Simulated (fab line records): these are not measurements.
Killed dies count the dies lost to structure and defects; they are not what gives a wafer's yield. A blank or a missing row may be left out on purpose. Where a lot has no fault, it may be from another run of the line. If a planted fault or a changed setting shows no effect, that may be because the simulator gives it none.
fab line records :: flow n5-finfet
record:
  lots: 11
  wafers: 31
  last-day: 17
route steps=1938 shown BEOL_M9@1459 BEOL_M10@1475
lots untouched by any fault: they come from a run of this same line in which no faults occurred
start-h: the number of hours between the record's first day and the start of the first shown wafer of the lot :: wait-h: hours elapsed since this lot's preceding step :: " unchanged from the row above :: L1.1+2: several wafers, shown together as one row :: - no value, or no start given :: * or withheld: withheld :: < > ~ a bound
route shown NAME@n: names a module that has steps shown in the file, with the first one's number in the route :: usual: mean and standard deviation over wafers with no fault :: same: alike in all rows :: chamber/n: place in a boat :: sites: each site's reading :: _std_site: the values' standard deviation :: _edge_site: inner sites' mean taken away from outer sites' mean :: radius-mm: for every site, how far away it sits from the centre of the wafer :: mask NAME#n: copy n :: behind: the last tool/chamber to shape the wafer :: hold: why the lot was held/for how many hours/how that ended :: device: which transistor (n, p or np) failed to switch :: end of line: the route-end tests of the same wafers :: a step without rows: its recipe alone :: killed: dies lost to structure and defects at the first sort, not the wafer's yield :: map: the dies of a wafer, with x for killed, . for not killed, _ for no die there
set.NAME: the run value of the setting; set.NAME@STEP: its run value at that earlier step :: model.NAME: the simulator's own value behind a step, which no gauge read
a sample of lots followed through the steps of the route, with each step as a table and each wafer as a row
services: a tool's chamber out of use, with start hour (start-h, from the record's first day; less than 0 if before it), hours out, and reason
== steps ==
step: N5_BEOL_M9_SURFACE_TREAT_79
recipe:
  gas: Ar
  time-s: *
  ion-energy-ev: *
  ion-current-ma-cm2: 0.5
  pressure-mtorr: *
  ar-flow-sccm: 30
usual:
  throttle-valve-pct: *
lot.wafer: L975.2
tool: pvd-sputter-02
chamber: -
start-h: 225.41
wait-h: 0.2
throttle-valve-pct: *

lot.wafer: L975.5
tool: pvd-sputter-02
chamber: -
start-h: 225.41
wait-h: 0.2
throttle-valve-pct: *

lot.wafer: L977.2
tool: pvd-sputter-03
chamber: -
start-h: 225.52
wait-h: 0.2
throttle-valve-pct: *

lot.wafer: L977.5
tool: pvd-sputter-03
chamber: -
start-h: 225.52
wait-h: 0.2
throttle-valve-pct: *

lot.wafer: L977.6
tool: pvd-sputter-03
chamber: -
start-h: 225.52
wait-h: 0.2
throttle-valve-pct: *

lot.wafer: L976.3
tool: pvd-sputter-01
chamber: -
start-h: 227.93
wait-h: 0.2
throttle-valve-pct: *

lot.wafer: L976.5
tool: pvd-sputter-01
chamber: -
start-h: 227.93
wait-h: 0.2
throttle-valve-pct: *

lot.wafer: L976.6
tool: pvd-sputter-01
chamber: -
start-h: 227.93
wait-h: 0.2
throttle-valve-pct: *

lot.wafer: L978.2
tool: pvd-sputter-02
chamber: -
start-h: 241.72
wait-h: 0.2
throttle-valve-pct: *

lot.wafer: L978.4
tool: pvd-sputter-02
chamber: -
start-h: 241.72
wait-h: 0.2
throttle-valve-pct: *

lot.wafer: L978.6
tool: pvd-sputter-02
chamber: -
start-h: 241.72
wait-h: 0.2
throttle-valve-pct: *

lot.wafer: L985.2
tool: pvd-sputter-02
chamber: -
start-h: 283.79
wait-h: 0.3
throttle-valve-pct: *

lot.wafer: L985.4
tool: pvd-sputter-02
chamber: -
start-h: 283.79
wait-h: 0.3
throttle-valve-pct: *

lot.wafer: L985.6
tool: pvd-sputter-02
chamber: -
start-h: 283.79
wait-h: 0.3
throttle-valve-pct: *

lot.wafer: L983.2
tool: pvd-sputter-01
chamber: -
start-h: 284.36
wait-h: 0.2
throttle-valve-pct: *

lot.wafer: L983.5
tool: pvd-sputter-01
chamber: -
start-h: 284.36
wait-h: 0.2
throttle-valve-pct: *

lot.wafer: L993.2
tool: pvd-sputter-02
chamber: -
start-h: 317.92
wait-h: 0.3
throttle-valve-pct: *

lot.wafer: L993.3
tool: pvd-sputter-02
chamber: -
start-h: 317.92
wait-h: 0.3
throttle-valve-pct: *

lot.wafer: L993.4
tool: pvd-sputter-02
chamber: -
start-h: 317.92
wait-h: 0.3
throttle-valve-pct: *

lot.wafer: L991.2
tool: pvd-sputter-01
chamber: -
start-h: 317.97
wait-h: 0.2
throttle-valve-pct: *

lot.wafer: L991.3
tool: pvd-sputter-01
chamber: -
start-h: 317.97
wait-h: 0.2
throttle-valve-pct: *

lot.wafer: L991.6
tool: pvd-sputter-01
chamber: -
start-h: 317.97
wait-h: 0.2
throttle-valve-pct: *

lot.wafer: L992.2
tool: pvd-sputter-02
chamber: -
start-h: 318.66
wait-h: 0.2
throttle-valve-pct: *

lot.wafer: L992.3
tool: pvd-sputter-02
chamber: -
start-h: 318.66
wait-h: 0.2
throttle-valve-pct: *

lot.wafer: L992.6
tool: pvd-sputter-02
chamber: -
start-h: 318.66
wait-h: 0.2
throttle-valve-pct: *

lot.wafer: L997.1
tool: pvd-sputter-02
chamber: -
start-h: 347.07
wait-h: 0.2
throttle-valve-pct: *

lot.wafer: L997.3
tool: pvd-sputter-02
chamber: -
start-h: 347.07
wait-h: 0.2
throttle-valve-pct: *

lot.wafer: L997.4
tool: pvd-sputter-02
chamber: -
start-h: 347.07
wait-h: 0.2
throttle-valve-pct: *

lot.wafer: L998.2
tool: pvd-sputter-02
chamber: -
start-h: 355.08
wait-h: 0.3
throttle-valve-pct: *

lot.wafer: L998.4
tool: pvd-sputter-02
chamber: -
start-h: 355.08
wait-h: 0.3
throttle-valve-pct: *

lot.wafer: L998.5
tool: pvd-sputter-02
chamber: -
start-h: 355.08
wait-h: 0.3
throttle-valve-pct: *
step: N5_BEOL_M9_ANNEAL_51
recipe:
  temp-c: 225
  time-s: 90
  ambient: N2
usual:
  wafer_temp_C_max: 226.2/0.33
lot.wafer: L975.2
tool: rtp-anneal-02
chamber: 0
start-h: 225.86
wait-h: 0.1
wafer_temp_C_max: 226.5

lot.wafer: L975.5
tool: rtp-anneal-02
chamber: 0
start-h: 225.86
wait-h: 0.1
wafer_temp_C_max: 226.1

lot.wafer: L977.2
tool: rtp-anneal-02
chamber: 0
start-h: 226.13
wait-h: 0.3
wafer_temp_C_max: 225.8

lot.wafer: L977.5
tool: rtp-anneal-02
chamber: 0
start-h: 226.13
wait-h: 0.3
wafer_temp_C_max: 226.2

lot.wafer: L977.6
tool: rtp-anneal-02
chamber: 0
start-h: 226.13
wait-h: 0.3
wafer_temp_C_max: 225.7

lot.wafer: L976.3
tool: rtp-anneal-02
chamber: 0
start-h: 228.57
wait-h: 0.1
wafer_temp_C_max: 226.0

lot.wafer: L976.5
tool: rtp-anneal-02
chamber: 0
start-h: 228.57
wait-h: 0.1
wafer_temp_C_max: 225.8

lot.wafer: L976.6
tool: rtp-anneal-02
chamber: 0
start-h: 228.57
wait-h: 0.1
wafer_temp_C_max: 226.0

lot.wafer: L978.2
tool: rtp-anneal-02
chamber: 0
start-h: 242.96
wait-h: 0.7
wafer_temp_C_max: 225.9

lot.wafer: L978.4
tool: rtp-anneal-02
chamber: 0
start-h: 242.96
wait-h: 0.7
wafer_temp_C_max: 225.9

lot.wafer: L978.6
tool: rtp-anneal-02
chamber: 0
start-h: 242.96
wait-h: 0.7
wafer_temp_C_max: 226.3

lot.wafer: L985.2
tool: rtp-anneal-02
chamber: 0
start-h: 284.35
wait-h: 0.1
wafer_temp_C_max: 226.3

lot.wafer: L985.4
tool: rtp-anneal-02
chamber: 0
start-h: 284.35
wait-h: 0.1
wafer_temp_C_max: 225.9

lot.wafer: L985.6
tool: rtp-anneal-02
chamber: 0
start-h: 284.35
wait-h: 0.1
wafer_temp_C_max: 226.2

lot.wafer: L983.2
tool: rtp-anneal-01
chamber: 0
start-h: 287.17
wait-h: 2.1
wafer_temp_C_max: 226.1

lot.wafer: L983.5
tool: rtp-anneal-01
chamber: 0
start-h: 287.17
wait-h: 2.1
wafer_temp_C_max: 226.6

lot.wafer: L993.2
tool: rtp-anneal-01
chamber: 0
start-h: 318.37
wait-h: 0.1
wafer_temp_C_max: 226.6

lot.wafer: L993.3
tool: rtp-anneal-01
chamber: 0
start-h: 318.37
wait-h: 0.1
wafer_temp_C_max: 226.0

lot.wafer: L993.4
tool: rtp-anneal-01
chamber: 0
start-h: 318.37
wait-h: 0.1
wafer_temp_C_max: 225.7

lot.wafer: L991.2
tool: rtp-anneal-02
chamber: 0
start-h: 318.59
wait-h: 0.2
wafer_temp_C_max: 226.1

lot.wafer: L991.3
tool: rtp-anneal-02
chamber: 0
start-h: 318.59
wait-h: 0.2
wafer_temp_C_max: 226.5

lot.wafer: L991.6
tool: rtp-anneal-02
chamber: 0
start-h: 318.59
wait-h: 0.2
wafer_temp_C_max: 225.6

lot.wafer: L992.2
tool: rtp-anneal-02
chamber: 0
start-h: 319.35
wait-h: 0.3
wafer_temp_C_max: 226.1

lot.wafer: L992.3
tool: rtp-anneal-02
chamber: 0
start-h: 319.35
wait-h: 0.3
wafer_temp_C_max: 226.0

lot.wafer: L992.6
tool: rtp-anneal-02
chamber: 0
start-h: 319.35
wait-h: 0.3
wafer_temp_C_max: 225.8

lot.wafer: L997.1
tool: rtp-anneal-02
chamber: 0
start-h: 347.67
wait-h: 0.1
wafer_temp_C_max: 226.9

lot.wafer: L997.3
tool: rtp-anneal-02
chamber: 0
start-h: 347.67
wait-h: 0.1
wafer_temp_C_max: 225.8

lot.wafer: L997.4
tool: rtp-anneal-02
chamber: 0
start-h: 347.67
wait-h: 0.1
wafer_temp_C_max: 225.7

lot.wafer: L998.2
tool: rtp-anneal-01
chamber: 0
start-h: 355.64
wait-h: 0.1
wafer_temp_C_max: 226.6

lot.wafer: L998.4
tool: rtp-anneal-01
chamber: 0
start-h: 355.64
wait-h: 0.1
wafer_temp_C_max: 226.3

lot.wafer: L998.5
tool: rtp-anneal-01
chamber: 0
start-h: 355.64
wait-h: 0.1
wafer_temp_C_max: 226.2
step: N5_BEOL_M10_COAT_59
recipe:
  resist: SOC
  temp-c: 250
  time-s: 60
  spin-rpm: 1500
  resist-thk-nm: 100
usual:
  chill-plate-temp-C: 23.01/0.089
  heater-power-total-W: 500.5/1.8
  plate-temp-C: 249.98/0.18
lot.wafer: L975.2
tool: litho-track-03
chamber: 0
start-h: 228.09
wait-h: 0.1
chill-plate-temp-C: 23.20
heater-power-total-W: 502.7
plate-temp-C: 250.02

lot.wafer: L975.5
tool: litho-track-03
chamber: 0
start-h: 228.09
wait-h: 0.1
chill-plate-temp-C: 22.92
heater-power-total-W: 499.8
plate-temp-C: 250.17

lot.wafer: L977.2
tool: litho-track-05
chamber: 0
start-h: 228.19
wait-h: 0.1
chill-plate-temp-C: 23.05
heater-power-total-W: 502.4
plate-temp-C: 250.19

lot.wafer: L977.5
tool: litho-track-05
chamber: 0
start-h: 228.19
wait-h: 0.1
chill-plate-temp-C: 23.12
heater-power-total-W: 498.1
plate-temp-C: 250.39

lot.wafer: L977.6
tool: litho-track-05
chamber: 0
start-h: 228.19
wait-h: 0.1
chill-plate-temp-C: 23.06
heater-power-total-W: 503.2
plate-temp-C: 250.11

lot.wafer: L976.3
tool: litho-track-03
chamber: 0
start-h: 232.92
wait-h: 0.1
chill-plate-temp-C: 23.04
heater-power-total-W: 498.7
plate-temp-C: 250.18

lot.wafer: L976.5
tool: litho-track-03
chamber: 0
start-h: 232.92
wait-h: 0.1
chill-plate-temp-C: 22.96
heater-power-total-W: 498.6
plate-temp-C: 249.90

lot.wafer: L976.6
tool: litho-track-03
chamber: 0
start-h: 232.92
wait-h: 0.1
chill-plate-temp-C: 23.10
heater-power-total-W: 498.1
plate-temp-C: 250.01

lot.wafer: L978.2
tool: litho-track-04
chamber: 0
start-h: 245.23
wait-h: 0.1
chill-plate-temp-C: 23.15
heater-power-total-W: 503.1
plate-temp-C: 250.05

lot.wafer: L978.4
tool: litho-track-04
chamber: 0
start-h: 245.23
wait-h: 0.1
chill-plate-temp-C: 23.13
heater-power-total-W: 500.6
plate-temp-C: 249.95

lot.wafer: L978.6
tool: litho-track-04
chamber: 0
start-h: 245.23
wait-h: 0.1
chill-plate-temp-C: 23.00
heater-power-total-W: 500.0
plate-temp-C: 250.07

lot.wafer: L985.2
tool: litho-track-05
chamber: 0
start-h: 286.36
wait-h: 0.1
chill-plate-temp-C: 23.00
heater-power-total-W: 473.3
plate-temp-C: 239.01

lot.wafer: L985.4
tool: litho-track-05
chamber: 0
start-h: 286.36
wait-h: 0.1
chill-plate-temp-C: 22.99
heater-power-total-W: 472.8
plate-temp-C: 239.29

lot.wafer: L985.6
tool: litho-track-05
chamber: 0
start-h: 286.36
wait-h: 0.1
chill-plate-temp-C: 22.99
heater-power-total-W: 475.4
plate-temp-C: 239.35

lot.wafer: L983.2
tool: litho-track-05
chamber: 0
start-h: 291.14
wait-h: 0.1
chill-plate-temp-C: 23.00
heater-power-total-W: 475.5
plate-temp-C: 239.27

lot.wafer: L983.5
tool: litho-track-05
chamber: 0
start-h: 291.14
wait-h: 0.1
chill-plate-temp-C: 23.09
heater-power-total-W: 475.5
plate-temp-C: 239.06

lot.wafer: L993.2
tool: litho-track-04
chamber: 0
start-h: 321.19
wait-h: 0.1
chill-plate-temp-C: 22.88
heater-power-total-W: 497.4
plate-temp-C: 250.02

lot.wafer: L993.3
tool: litho-track-04
chamber: 0
start-h: 321.19
wait-h: 0.1
chill-plate-temp-C: 23.12
heater-power-total-W: 502.7
plate-temp-C: 250.21

lot.wafer: L993.4
tool: litho-track-04
chamber: 0
start-h: 321.19
wait-h: 0.1
chill-plate-temp-C: 23.01
heater-power-total-W: 502.0
plate-temp-C: 250.34

lot.wafer: L991.2
tool: litho-track-03
chamber: 0
start-h: 321.51
wait-h: 0.1
chill-plate-temp-C: 22.98
heater-power-total-W: 501.2
plate-temp-C: 250.06

lot.wafer: L991.3
tool: litho-track-03
chamber: 0
start-h: 321.51
wait-h: 0.1
chill-plate-temp-C: 22.94
heater-power-total-W: 497.4
plate-temp-C: 250.08

lot.wafer: L991.6
tool: litho-track-03
chamber: 0
start-h: 321.51
wait-h: 0.1
chill-plate-temp-C: 22.97
heater-power-total-W: 498.5
plate-temp-C: 250.37

lot.wafer: L992.2
tool: litho-track-04
chamber: 0
start-h: 321.93
wait-h: 0.1
chill-plate-temp-C: 23.08
heater-power-total-W: 499.0
plate-temp-C: 250.16

lot.wafer: L992.3
tool: litho-track-04
chamber: 0
start-h: 321.93
wait-h: 0.1
chill-plate-temp-C: 22.96
heater-power-total-W: 498.5
plate-temp-C: 250.16

lot.wafer: L992.6
tool: litho-track-04
chamber: 0
start-h: 321.93
wait-h: 0.1
chill-plate-temp-C: 23.24
heater-power-total-W: 501.1
plate-temp-C: 250.20

lot.wafer: L997.1
tool: litho-track-03
chamber: 0
start-h: 350.50
wait-h: 0.1
chill-plate-temp-C: 22.98
heater-power-total-W: 498.4
plate-temp-C: 249.81

lot.wafer: L997.3
tool: litho-track-03
chamber: 0
start-h: 350.50
wait-h: 0.1
chill-plate-temp-C: 23.01
heater-power-total-W: 503.3
plate-temp-C: 249.56

lot.wafer: L997.4
tool: litho-track-03
chamber: 0
start-h: 350.50
wait-h: 0.1
chill-plate-temp-C: 23.02
heater-power-total-W: 502.3
plate-temp-C: 249.72

lot.wafer: L998.2
tool: litho-track-04
chamber: 0
start-h: 358.49
wait-h: 0.1
chill-plate-temp-C: 22.85
heater-power-total-W: 501.1
plate-temp-C: 249.92

lot.wafer: L998.4
tool: litho-track-04
chamber: 0
start-h: 358.49
wait-h: 0.1
chill-plate-temp-C: 22.87
heater-power-total-W: 501.1
plate-temp-C: 249.83

lot.wafer: L998.5
tool: litho-track-04
chamber: 0
start-h: 358.49
wait-h: 0.1
chill-plate-temp-C: 22.97
heater-power-total-W: 502.4
plate-temp-C: 249.80
step: N5_BEOL_M10_CD_MEAS_11
recipe:
  target-cd-nm: 64.1
  landing-energy-ev: 500
  detector: se-inlens
  polarity: opening
usual:
  cd-nm: 63.7/0.42
lot.wafer: L975.2
tool: cd-sem-02
chamber: 0
start-h: 228.34
wait-h: -
cd-nm: 63.5

lot.wafer: L975.5
tool: cd-sem-02
chamber: 0
start-h: 228.34
wait-h: -
cd-nm: 64.1

lot.wafer: L977.2
tool: cd-sem-01
chamber: 0
start-h: 228.56
wait-h: -
cd-nm: 63.3

lot.wafer: L977.5
tool: cd-sem-01
chamber: 0
start-h: 228.56
wait-h: -
cd-nm: 63.7

lot.wafer: L977.6
tool: cd-sem-01
chamber: 0
start-h: 228.56
wait-h: -
cd-nm: 63.7

lot.wafer: L976.3
tool: cd-sem-03
chamber: 0
start-h: 233.29
wait-h: -
cd-nm: 63.2

lot.wafer: L976.5
tool: cd-sem-03
chamber: 0
start-h: 233.29
wait-h: -
cd-nm: 63.0

lot.wafer: L976.6
tool: cd-sem-03
chamber: 0
start-h: 233.29
wait-h: -
cd-nm: 63.1

lot.wafer: L978.2
tool: cd-sem-03
chamber: 0
start-h: 245.47
wait-h: -
cd-nm: 63.2

lot.wafer: L978.4
tool: cd-sem-03
chamber: 0
start-h: 245.47
wait-h: -
cd-nm: 63.1

lot.wafer: L978.6
tool: cd-sem-03
chamber: 0
start-h: 245.47
wait-h: -
cd-nm: 63.2

lot.wafer: L985.2
tool: cd-sem-01
chamber: 0
start-h: 286.73
wait-h: -
cd-nm: 64.1

lot.wafer: L985.4
tool: cd-sem-01
chamber: 0
start-h: 286.73
wait-h: -
cd-nm: 64.6

lot.wafer: L985.6
tool: cd-sem-01
chamber: 0
start-h: 286.73
wait-h: -
cd-nm: 64.2

lot.wafer: L983.2
tool: cd-sem-02
chamber: 0
start-h: 291.52
wait-h: -
cd-nm: 63.2

lot.wafer: L983.5
tool: cd-sem-02
chamber: 0
start-h: 291.52
wait-h: -
cd-nm: 64.3

lot.wafer: L993.2
tool: cd-sem-01
chamber: 0
start-h: 321.43
wait-h: -
cd-nm: 63.8

lot.wafer: L993.3
tool: cd-sem-01
chamber: 0
start-h: 321.43
wait-h: -
cd-nm: 63.6

lot.wafer: L993.4
tool: cd-sem-01
chamber: 0
start-h: 321.43
wait-h: -
cd-nm: 63.9

lot.wafer: L991.2
tool: cd-sem-03
chamber: 0
start-h: 321.88
wait-h: -
cd-nm: 64.0

lot.wafer: L991.3
tool: cd-sem-03
chamber: 0
start-h: 321.88
wait-h: -
cd-nm: 63.5

lot.wafer: L991.6
tool: cd-sem-03
chamber: 0
start-h: 321.88
wait-h: -
cd-nm: 63.3

lot.wafer: L992.2
tool: cd-sem-03
chamber: 0
start-h: 322.30
wait-h: -
cd-nm: 63.8

lot.wafer: L992.3
tool: cd-sem-03
chamber: 0
start-h: 322.30
wait-h: -
cd-nm: 63.8

lot.wafer: L992.6
tool: cd-sem-03
chamber: 0
start-h: 322.30
wait-h: -
cd-nm: 64.4

lot.wafer: L997.1
tool: cd-sem-03
chamber: 0
start-h: 350.74
wait-h: -
cd-nm: 63.5

lot.wafer: L997.3
tool: cd-sem-03
chamber: 0
start-h: 350.74
wait-h: -
cd-nm: 64.0

lot.wafer: L997.4
tool: cd-sem-03
chamber: 0
start-h: 350.74
wait-h: -
cd-nm: 63.3

lot.wafer: L998.2
tool: cd-sem-03
chamber: 0
start-h: 358.86
wait-h: -
cd-nm: 63.7

lot.wafer: L998.4
tool: cd-sem-03
chamber: 0
start-h: 358.86
wait-h: -
cd-nm: 63.5

lot.wafer: L998.5
tool: cd-sem-03
chamber: 0
start-h: 358.86
wait-h: -
cd-nm: 63.9
== services ==
tool: rtp-anneal-02
chamber: -
start-h: 255.69
hours: 0.6
kind: pm

tool: rtp-anneal-01
chamber: -
start-h: 281.29
hours: 5.8
kind: pm
== key ==
first-sign:
  step: N5_BEOL_M10_COAT_59
  reading: plate-temp-C
  direction: down
  sigmas: 61
  usual: *
  struck: *
effect:
  step: N5_BEOL_M10_COAT_59
  reading: heater-power-total-W
  direction: down
  sigmas: 14
  usual: *
  struck: *
met-at N5_BEOL_M10_COAT_59
struck-lots L983,L985
not-acting-at N5_BEOL_M9_SURFACE_TREAT_79,N5_BEOL_M9_ANNEAL_51,N5_BEOL_M10_CD_MEAS_11
onset-between 228.19 286.36
earlier-fault:
  kind: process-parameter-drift
  tool: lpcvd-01
  chamber: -
  onset-h: 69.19
  steps: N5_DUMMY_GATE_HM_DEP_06
  channel: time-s
  offset: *
  shape: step
  end-h: 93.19
  acts-in: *
  stated: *
fault:
  kind: process-parameter-drift
  tool: litho-track-05
  chamber: -
  onset-h: 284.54
  steps: N5_BEOL_M10_COAT_59
  channel: temp-c
  offset: *
  shape: step
  end-h: 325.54
  acts-in: *
  stated: *
